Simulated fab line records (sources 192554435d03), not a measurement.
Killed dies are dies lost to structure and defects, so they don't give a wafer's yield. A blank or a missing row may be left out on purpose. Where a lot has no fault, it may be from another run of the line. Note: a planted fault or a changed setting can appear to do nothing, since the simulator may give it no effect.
Chamber matching / flow n5_finfet / cvd_co-02 running N5_BEOL_M4_CO_CAP_55: 3 sister chambers
The step material Co, precursor CCTBA/H2, target thk 2 nm, time 102.1 s. 3 wafers are shown with their chamber, then 12 later ones without.

WAFERS WITH THEIR CHAMBER
wafer=L093.4; chamber=2; heater_power_w (W)=208
wafer=L093.5; chamber=0; heater_power_w (W)=241
wafer=L093.6; chamber=1; heater_power_w (W)=219

WAFERS WITHOUT THEIR CHAMBER
wafer=L094.2; heater_power_w (W)=215
wafer=L094.3; heater_power_w (W)=208
wafer=L094.4; heater_power_w (W)=241
wafer=L095.1; heater_power_w (W)=220
wafer=L095.4; heater_power_w (W)=242
wafer=L095.5; heater_power_w (W)=203
wafer=L097.1; heater_power_w (W)=239
wafer=L097.3; heater_power_w (W)=205
wafer=L097.5; heater_power_w (W)=222
wafer=L096.1; heater_power_w (W)=218
wafer=L096.2; heater_power_w (W)=207
wafer=L096.6; heater_power_w (W)=243

WHICH CHAMBER EACH ONE RAN IN
wafer=L094.2; from the rows above=can't be placed: 1 or 2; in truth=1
wafer=L094.3; from the rows above=2; in truth=2
wafer=L094.4; from the rows above=0; in truth=0
wafer=L095.1; from the rows above=1; in truth=1
wafer=L095.4; from the rows above=0; in truth=0
wafer=L095.5; from the rows above=2; in truth=2
wafer=L097.1; from the rows above=0; in truth=0
wafer=L097.3; from the rows above=2; in truth=2
wafer=L097.5; from the rows above=1; in truth=1
wafer=L096.1; from the rows above=1; in truth=1
wafer=L096.2; from the rows above=2; in truth=2
wafer=L096.6; from the rows above=0; in truth=0
Correct placement for 11 of the 12. These rows do not allow placing 1 (true chamber among the candidates in 1). Number placed wrongly: 0.
How it was worked out, from the rows above alone: a wafer's distance from a chamber is the root of the sum, over the readings, of the square of ((its reading less the chamber's mean) divided by the reading's scatter). If the next closest chamber is less than 2 further off than the closest, the wafer can't be placed; otherwise it belongs to the closest. Each chamber's mean is taken over the wafers shown for it. The scatter: root of mean squared gap, hidden wafer to nearest shown wafer, with one shown wafer a chamber.
